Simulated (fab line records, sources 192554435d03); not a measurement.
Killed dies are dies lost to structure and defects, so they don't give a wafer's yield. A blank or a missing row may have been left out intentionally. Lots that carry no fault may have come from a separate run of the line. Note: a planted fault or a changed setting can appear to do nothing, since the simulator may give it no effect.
Matching of chambers / flow n5-finfet / 4 sister chambers for N5_STI_FIN_REVEAL_CMP_04 on cmp-01
The step polishes, stops on Si3N4, t overpolish 4 s, target thk 131.83 nm. 14 wafers are shown with their chamber, then 7 later ones without.

WAFERS PAIRED WITH THEIR CHAMBERS
wafer=L075.1; chamber=0; motor-current-A (A)=8.1; overpolish-run-s (s)=3.994; time-to-endpoint-s (s)=106
wafer=L075.4; chamber=1; motor-current-A (A)=8.7; overpolish-run-s (s)=3.990; time-to-endpoint-s (s)=111
wafer=L075.5; chamber=0; motor-current-A (A)=7.6; overpolish-run-s (s)=3.998; time-to-endpoint-s (s)=108
wafer=L077.3; chamber=0; motor-current-A (A)=7.8; overpolish-run-s (s)=4.014; time-to-endpoint-s (s)=112
wafer=L077.4; chamber=2; motor-current-A (A)=7.4; overpolish-run-s (s)=3.982; time-to-endpoint-s (s)=106
wafer=L077.6; chamber=0; motor-current-A (A)=7.8; overpolish-run-s (s)=4.000; time-to-endpoint-s (s)=110
wafer=L081.4; chamber=1; motor-current-A (A)=8.6; overpolish-run-s (s)=4.002; time-to-endpoint-s (s)=119
wafer=L081.5; chamber=1; motor-current-A (A)=8.6; overpolish-run-s (s)=4.003; time-to-endpoint-s (s)=116
wafer=L081.6; chamber=0; motor-current-A (A)=7.7; overpolish-run-s (s)=4.017; time-to-endpoint-s (s)=113
wafer=L085.2; chamber=3; motor-current-A (A)=8.1; overpolish-run-s (s)=4.018; time-to-endpoint-s (s)=113
wafer=L085.3; chamber=2; motor-current-A (A)=7.1; overpolish-run-s (s)=3.993; time-to-endpoint-s (s)=112
wafer=L085.4; chamber=1; motor-current-A (A)=8.8; overpolish-run-s (s)=3.995; time-to-endpoint-s (s)=111
wafer=L089.3; chamber=2; motor-current-A (A)=6.7; overpolish-run-s (s)=4.002; time-to-endpoint-s (s)=110
wafer=L089.5; chamber=2; motor-current-A (A)=6.8; overpolish-run-s (s)=4.000; time-to-endpoint-s (s)=113

SIGNATURES (averages over the wafers above)
reading=motor-current-A; chamber 0=7.800; chamber 1=8.675; chamber 2=7.000; chamber 3=8.100; scatter within a chamber=0.216
reading=overpolish-run-s; chamber 0=4.00460; chamber 1=3.99750; chamber 2=3.99425; chamber 3=4.01800; scatter within a chamber=0.00881
reading=time-to-endpoint-s; chamber 0=109.80; chamber 1=114.25; chamber 2=110.25; chamber 3=113.00; scatter within a chamber=3.29
Rule: a wafer lies at a distance from a chamber equal to the root of the sum of squares, over the readings, of (its reading less the chamber's mean, divided by the reading's scatter). If the next closest chamber is less than 2 further off than the closest, the wafer can't be placed; otherwise it belongs to the closest. How the scatter is found: for the shown wafers, subtract from each reading the mean of its chamber, square and add these, divide the total by (wafers less chambers), then take the root.

WAFERS MISSING THEIR CHAMBER
wafer=L089.6; motor-current-A (A)=7.6; overpolish-run-s (s)=4.002; time-to-endpoint-s (s)=114
wafer=L093.3; motor-current-A (A)=6.5; overpolish-run-s (s)=4.001; time-to-endpoint-s (s)=96
wafer=L093.4; motor-current-A (A)=8.9; overpolish-run-s (s)=3.990; time-to-endpoint-s (s)=98
wafer=L093.6; motor-current-A (A)=7.2; overpolish-run-s (s)=4.010; time-to-endpoint-s (s)=99
wafer=L094.1; motor-current-A (A)=7.7; overpolish-run-s (s)=4.001; time-to-endpoint-s (s)=103
wafer=L094.2; motor-current-A (A)=8.7; overpolish-run-s (s)=4.001; time-to-endpoint-s (s)=104
wafer=L094.6; motor-current-A (A)=7.7; overpolish-run-s (s)=4.013; time-to-endpoint-s (s)=103

CHAMBER TAKEN BY EACH
wafer=L089.6; from the rows above=can't be placed: 0 or 3 or 2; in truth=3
wafer=L093.3; from the rows above=2; in truth=2
wafer=L093.4; from the rows above=can't be placed: 1 or 0 or 3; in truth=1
wafer=L093.6; from the rows above=can't be placed: 2 or 0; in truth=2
wafer=L094.1; from the rows above=can't be placed: 0 or 2 or 3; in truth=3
wafer=L094.2; from the rows above=can't be placed: 1 or 3 or 0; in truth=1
wafer=L094.6; from the rows above=can't be placed: 0 or 3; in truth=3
Correctly placed: 1 of 7. Can't be placed from these rows: 6 (the true chamber is among the candidates in 6). Placed wrongly: 0.
